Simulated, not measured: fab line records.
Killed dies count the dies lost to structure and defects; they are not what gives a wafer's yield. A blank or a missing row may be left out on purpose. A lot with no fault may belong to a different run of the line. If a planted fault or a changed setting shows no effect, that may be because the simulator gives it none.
Which of the tools did it? || flow nand harc || 12 lots with 36 wafers sampled at 6 steps, on a route of 1302 steps

## WHAT THE GAUGES SHOWED, per wafer
NHARC_A_DECK1_JOINT_THK_MEAS_17: measures by ellipsometry.
{"lot": "L075", "measured": "day 12 22:02", "on": "film metro-01", "thk nm (nm)": "45.3 46.6 44.8"}
{"lot": "L077", "measured": "day 13 08:14", "on": "film metro-01", "thk nm (nm)": "45.9 45.3 44.4"}
{"lot": "L079", "measured": "day 14 11:31", "on": "film metro-01", "thk nm (nm)": "44.7 43.8 45.5"}
{"lot": "L081", "measured": "day 15 09:57", "on": "film metro-02", "thk nm (nm)": "48.5 44.4 45.6"}
{"lot": "L083", "measured": "day 16 18:08", "on": "film metro-01", "thk nm (nm)": "42.7 44.0 45.7"}
{"lot": "L085", "measured": "day 17 08:38", "on": "film metro-01", "thk nm (nm)": "43.1 46.0 47.0"}
{"lot": "L089", "measured": "day 18 11:53", "on": "film metro-01", "thk nm (nm)": "43.6 44.5 45.3"}
{"lot": "L088", "measured": "day 18 11:43", "on": "film metro-02", "thk nm (nm)": "46.1 45.7 45.6"}
{"lot": "L091", "measured": "day 19 16:53", "on": "film metro-01", "thk nm (nm)": "44.5 45.6 43.7"}
{"lot": "L093", "measured": "day 20 03:50", "on": "film metro-02", "thk nm (nm)": "42.7 45.1 44.2"}
{"lot": "L095", "measured": "day 21 09:33", "on": "film metro-02", "thk nm (nm)": "43.9 44.5 44.5"}
{"lot": "L097", "measured": "day 21 20:25", "on": "film metro-02", "thk nm (nm)": "45.6 44.6 46.2"}

## WHAT TOOL EACH LOT RAN ON (gives the tool, then ch and the chambers of the sampled wafers, and finally the start)
{"lot": "L075", "NHARC_P_BONDPAD_PRE_CLEAN_26": "pvd sputter-02, day 12 21:17 or earlier", "NHARC_P_BONDPAD_PVD_17": "pvd sputter-02, day 12 21:17 or earlier", "NHARC_A_CHANNEL_HOLE_D1_ETCH_39": "rie diel-05 ch 1,2, day 12 21:17 or earlier", "NHARC_A_DECK1_JOINT_CMP_02": "cmp-04 ch 2,3, day 12 21:17", "NHARC_A_DECK1_JOINT_DEP_16": "pecvd-04 ch 0,1,2, day 12 21:51"}
{"lot": "L077", "NHARC_P_BONDPAD_PRE_CLEAN_26": "pvd sputter-03, day 13 07:26 or earlier", "NHARC_P_BONDPAD_PVD_17": "pvd sputter-03, day 13 07:26 or earlier", "NHARC_A_CHANNEL_HOLE_D1_ETCH_39": "rie diel-05 ch 2,3, day 13 07:26 or earlier", "NHARC_A_DECK1_JOINT_CMP_02": "cmp-01 ch 1,3, day 13 07:26", "NHARC_A_DECK1_JOINT_DEP_16": "pecvd-04 ch 0,1,2, day 13 07:58"}
{"lot": "L079", "NHARC_P_BONDPAD_PRE_CLEAN_26": "pvd sputter-01, day 14 10:52 or earlier", "NHARC_P_BONDPAD_PVD_17": "pvd sputter-01, day 14 10:52 or earlier", "NHARC_A_CHANNEL_HOLE_D1_ETCH_39": "rie diel-05 ch 1,2,3, day 14 10:52 or earlier", "NHARC_A_DECK1_JOINT_CMP_02": "cmp-04 ch 0,3, day 14 10:52", "NHARC_A_DECK1_JOINT_DEP_16": "pecvd-04 ch 0,1,2, day 14 11:16"}
{"lot": "L081", "NHARC_P_BONDPAD_PRE_CLEAN_26": "pvd sputter-01, day 15 09:19 or earlier", "NHARC_P_BONDPAD_PVD_17": "pvd sputter-01, day 15 09:19 or earlier", "NHARC_A_CHANNEL_HOLE_D1_ETCH_39": "rie diel-05 ch 1,3, day 15 09:19 or earlier", "NHARC_A_DECK1_JOINT_CMP_02": "cmp-02 ch 0,1, day 15 09:19", "NHARC_A_DECK1_JOINT_DEP_16": "pecvd-02 ch 0,1,2, day 15 09:42"}
{"lot": "L083", "NHARC_P_BONDPAD_PRE_CLEAN_26": "pvd sputter-03, day 16 17:28 or earlier", "NHARC_P_BONDPAD_PVD_17": "pvd sputter-03, day 16 17:28 or earlier", "NHARC_A_CHANNEL_HOLE_D1_ETCH_39": "rie diel-05 ch 0,3, day 16 17:28 or earlier", "NHARC_A_DECK1_JOINT_CMP_02": "cmp-04 ch 0,1,2, day 16 17:28", "NHARC_A_DECK1_JOINT_DEP_16": "pecvd-02 ch 0,1,2, day 16 17:51"}
{"lot": "L085", "NHARC_P_BONDPAD_PRE_CLEAN_26": "pvd sputter-02, day 17 07:59 or earlier", "NHARC_P_BONDPAD_PVD_17": "pvd sputter-02, day 17 07:59 or earlier", "NHARC_A_CHANNEL_HOLE_D1_ETCH_39": "rie diel-05 ch 0,1,2, day 17 07:59 or earlier", "NHARC_A_DECK1_JOINT_CMP_02": "cmp-04 ch 0,2,3, day 17 07:59", "NHARC_A_DECK1_JOINT_DEP_16": "pecvd-02 ch 0,1,2, day 17 08:23"}
{"lot": "L089", "NHARC_P_BONDPAD_PRE_CLEAN_26": "pvd sputter-03, day 18 11:04 or earlier", "NHARC_P_BONDPAD_PVD_17": "pvd sputter-03, day 18 11:04 or earlier", "NHARC_A_CHANNEL_HOLE_D1_ETCH_39": "rie diel-12 ch 2,3, day 18 11:04 or earlier", "NHARC_A_DECK1_JOINT_CMP_02": "cmp-02 ch 2,3, day 18 11:04", "NHARC_A_DECK1_JOINT_DEP_16": "pecvd-04 ch 0,1,2, day 18 11:37"}
{"lot": "L088", "NHARC_P_BONDPAD_PRE_CLEAN_26": "pvd sputter-01, day 18 11:08 or earlier", "NHARC_P_BONDPAD_PVD_17": "pvd sputter-01, day 18 11:08 or earlier", "NHARC_A_CHANNEL_HOLE_D1_ETCH_39": "rie diel-05 ch 1,2, day 18 11:08 or earlier", "NHARC_A_DECK1_JOINT_CMP_02": "cmp-04 ch 0,1,2, day 18 11:08", "NHARC_A_DECK1_JOINT_DEP_16": "pecvd-04 ch 0,1, day 18 11:27"}
{"lot": "L091", "NHARC_P_BONDPAD_PRE_CLEAN_26": "pvd sputter-02, day 19 16:15 or earlier", "NHARC_P_BONDPAD_PVD_17": "pvd sputter-02, day 19 16:15 or earlier", "NHARC_A_CHANNEL_HOLE_D1_ETCH_39": "rie diel-05 ch 0,1,3, day 19 16:15 or earlier", "NHARC_A_DECK1_JOINT_CMP_02": "cmp-04 ch 0,3, day 19 16:15", "NHARC_A_DECK1_JOINT_DEP_16": "pecvd-02 ch 0,2, day 19 16:40"}
{"lot": "L093", "NHARC_P_BONDPAD_PRE_CLEAN_26": "pvd sputter-03, day 20 03:10 or earlier", "NHARC_P_BONDPAD_PVD_17": "pvd sputter-03, day 20 03:10 or earlier", "NHARC_A_CHANNEL_HOLE_D1_ETCH_39": "rie diel-05 ch 0,2,3, day 20 03:10 or earlier", "NHARC_A_DECK1_JOINT_CMP_02": "cmp-04 ch 0,1, day 20 03:10", "NHARC_A_DECK1_JOINT_DEP_16": "pecvd-03 ch 0,2, day 20 03:35"}
{"lot": "L095", "NHARC_P_BONDPAD_PRE_CLEAN_26": "pvd sputter-02, day 21 08:55 or earlier", "NHARC_P_BONDPAD_PVD_17": "pvd sputter-02, day 21 08:55 or earlier", "NHARC_A_CHANNEL_HOLE_D1_ETCH_39": "rie diel-05 ch 0,1,2, day 21 08:55 or earlier", "NHARC_A_DECK1_JOINT_CMP_02": "cmp-04 ch 1,3, day 21 08:55", "NHARC_A_DECK1_JOINT_DEP_16": "pecvd-03 ch 0,1,2, day 21 09:18"}
{"lot": "L097", "NHARC_P_BONDPAD_PRE_CLEAN_26": "pvd sputter-03, day 21 19:45 or earlier", "NHARC_P_BONDPAD_PVD_17": "pvd sputter-03, day 21 19:45 or earlier", "NHARC_A_CHANNEL_HOLE_D1_ETCH_39": "rie diel-12 ch 2,3, day 21 19:45 or earlier", "NHARC_A_DECK1_JOINT_CMP_02": "cmp-02 ch 2,3, day 21 19:45", "NHARC_A_DECK1_JOINT_DEP_16": "pecvd-03 ch 0,1,2, day 21 20:13"}
- NHARC_P_BONDPAD_PRE_CLEAN_26: time 30 s.
- NHARC_P_BONDPAD_PVD_17: deposits TaN, target thk 5 nm, time 8.06 s.
- NHARC_A_CHANNEL_HOLE_D1_ETCH_39: etches the open film in N2/H2, target depth 260 nm, time 325 s.
- NHARC_A_DECK1_JOINT_CMP_02: polishes SiOx.
- NHARC_A_DECK1_JOINT_DEP_16: deposits SiO2, target thk 45 nm.

## THE ANSWER, worked out from the rows above alone
Rule: the usual values come from the lots themselves. The widest of any qualifying gaps counts: lots, ordered by their means at a reading, are off when they make up no more than a third of the lots, leave a main group of 4 or more, and stand apart from it by 3 or more times the standard deviation of that group's means. A main group whose means are all the same, to the digits that the tables above print for the reading, isn't used. A lot without any number at a reading at which 4 lots or more have one is off too. Any other lot the step has rows for is counted as sound.
Nothing can be told from this: no lot is off at any reading shown.

## WHAT WAS PUT IN BY THE SIMULATOR
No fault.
